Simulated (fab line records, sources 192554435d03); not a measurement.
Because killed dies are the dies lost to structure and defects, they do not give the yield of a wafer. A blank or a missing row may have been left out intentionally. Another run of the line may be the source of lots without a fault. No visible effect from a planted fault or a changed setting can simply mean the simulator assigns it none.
Matching of chambers | flow n5_finfet | rie_diel-06 running N5_BEOL_M6_ETCH_65: 4 sister chambers
The step etches SiARC in CF4, target depth 15.6 nm, time 26 s. 22 wafers are shown with their chamber, then 11 later ones without.

== EACH WAFER AND ITS CHAMBER ==
wafer  | chamber | drypump_motor_current_A (A) | showerhead_plenum_p_Torr (Torr) | throttle_valve_pct (%)
L075.2 | 3       | 6.4                         | 2.24                            | 15.56
L075.3 | 1       | 5.8                         | 2.08                            | 15.45
L075.6 | 3       | 6.4                         | 2.24                            | 15.58
L078.2 | 0       | 6.4                         | 2.15                            | 15.53
L078.3 | 2       | 4.9                         | 2.11                            | 15.66
L078.5 | 3       | 6.4                         | 2.24                            | 15.58
L081.1 | 0       | 6.4                         | 2.15                            | 15.54
L081.2 | 1       | 5.8                         | 2.07                            | 15.46
L081.4 | 2       | 4.9                         | 2.11                            | 15.66
L077.2 | 0       | 6.4                         | 2.15                            | 15.53
L077.4 | 3       | 6.4                         | 2.23                            | 15.59
L077.6 | 1       | 5.8                         | 2.07                            | 15.47
L082.2 | 2       | 5.0                         | 2.11                            | 15.68
L082.3 | 0       | 6.4                         | 2.15                            | 15.53
L082.4 | 3       | 6.4                         | 2.23                            | 15.58
L085.1 | 1       | 5.8                         | 2.07                            | 15.47
L085.3 | 0       | 6.4                         | 2.15                            | 15.55
L085.5 | 0       | 6.4                         | 2.15                            | 15.55
L087.2 | 1       | 5.7                         | 2.07                            | 15.48
L087.5 | 2       | 4.9                         | 2.11                            | 15.70
L087.6 | 3       | 6.4                         | 2.23                            | 15.61
L088.1 | 1       | 5.8                         | 2.06                            | 15.50

SIGNATURES (averages over the wafers above)
reading                  | chamber 0 | chamber 1 | chamber 2 | chamber 3 | scatter within a chamber
drypump_motor_current_A  | 6.400     | 5.783     | 4.925     | 6.400     | 0.0297
showerhead_plenum_p_Torr | 2.1500    | 2.0700    | 2.1100    | 2.2350    | 0.00441
throttle_valve_pct       | 15.5383   | 15.4717   | 15.6750   | 15.5833   | 0.0156
Rule: a wafer's distance from a chamber is the root of the sum, over the readings, of the square of ((its reading less the chamber's mean) divided by the reading's scatter). If the next closest chamber is less than 2 further off than the closest, the wafer can't be placed; otherwise it belongs to the closest. The scatter: take each reading less its chamber's mean, square it, sum over the shown wafers, divide by the number of wafers less the number of chambers, and take the root.

== WAFERS WITHOUT THEIR CHAMBER ==
wafer  | drypump_motor_current_A (A) | showerhead_plenum_p_Torr (Torr) | throttle_valve_pct (%)
L088.4 | 6.4                         | 2.15                            | 15.56
L088.5 | 6.4                         | 2.23                            | 15.63
L090.3 | 5.8                         | 2.06                            | 15.51
L090.4 | 6.4                         | 2.23                            | 15.64
L090.6 | 6.4                         | 2.23                            | 15.63
L094.2 | 6.4                         | 2.14                            | 15.59
L094.3 | 4.9                         | 2.11                            | 15.22
L094.6 | 4.9                         | 2.11                            | 15.23
L096.4 | 5.7                         | 2.06                            | 15.53
L096.5 | 4.9                         | 2.10                            | 15.24
L096.6 | 6.4                         | 2.22                            | 15.65

== WHICH CHAMBER EACH WENT THROUGH ==
wafer  | from the rows above | in truth
L088.4 | 0                   | 0
L088.5 | 3                   | 3
L090.3 | 1                   | 1
L090.4 | 3                   | 3
L090.6 | 3                   | 3
L094.2 | 0                   | 0
L094.3 | 2                   | 2
L094.6 | 2                   | 2
L096.4 | 1                   | 1
L096.5 | 2                   | 2
L096.6 | 3                   | 3
11 of 11 placed correctly. From these rows, 0 cannot be placed. Number placed wrongly: 0.
